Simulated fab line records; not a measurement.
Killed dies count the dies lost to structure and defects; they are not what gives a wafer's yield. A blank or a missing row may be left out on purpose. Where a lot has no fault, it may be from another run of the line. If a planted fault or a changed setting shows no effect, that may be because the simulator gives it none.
Chamber matching + flow nand-harc + rie-diel-02 running NHARC_P_BONDPAD_DESCUM_11: 4 sister chambers
The step chemistry O2, time 3 s. 8 wafers are shown with their chamber, then 8 later ones without.

WAFERS WITH THEIR CHAMBER
| wafer  | chamber | rf-vpp-V (V) | oes-product-au (a.u.) |
|--------|---------|--------------|-----------------------|
| L078.2 | 2       | 57.4         | 0.991                 |
| L079.5 | 1       | 58.2         | 0.999                 |
| L085.2 | 0       | 58.9         | 1.008                 |
| L085.3 | 2       | 57.3         | 0.999                 |
| L091.2 | 0       | 59.0         | 1.014                 |
| L091.5 | 3       | 58.4         | 1.009                 |
| L091.6 | 1       | 58.0         | 1.007                 |
| L094.1 | 3       | 57.7         | 0.997                 |

WAFERS WITHOUT THEIR CHAMBER
| wafer  | rf-vpp-V (V) | oes-product-au (a.u.) |
|--------|--------------|-----------------------|
| L094.2 | 57.8         | 1.011                 |
| L094.3 | 57.2         | 0.999                 |
| L095.2 | 56.9         | 0.999                 |
| L095.4 | 58.2         | 1.009                 |
| L095.5 | 56.6         | 1.006                 |
| L097.1 | 58.0         | 1.016                 |
| L097.5 | 58.8         | 1.009                 |
| L097.6 | 56.6         | 1.010                 |

THE CHAMBER EACH PASSED THROUGH
| wafer  | from the rows above          | in truth                   |
|--------|------------------------------|----------------------------|
| L094.2 | can't be placed: 3 or 1 or 2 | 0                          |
| L094.3 | 2                            | 2                          |
| L095.2 | 2                            | 2                          |
| L095.4 | can't be placed: 1 or 3 or 0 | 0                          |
| L095.5 | 2                            | 2                          |
| L097.1 | can't be placed: 3 or 1 or 0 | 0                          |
| L097.5 | 0                            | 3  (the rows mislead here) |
| L097.6 | can't be placed: 2 or 3      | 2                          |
Placed correctly: 3 of 8. These rows do not allow placing 4 (true chamber among the candidates in 3). Placed wrongly: 1.
How it was worked out, from the rows above alone: a wafer's distance from a chamber is the root of the sum, over the readings, of the square of ((its reading less the chamber's mean) divided by the reading's scatter). The wafer belongs to the nearest chamber; if the next one is less than 2 further off, it can't be placed. For every chamber, the mean is computed from those of its wafers that are shown. The scatter: the root of (the sum of the squares of (reading less its chamber's mean) over the shown wafers, divided by (wafers less chambers)).
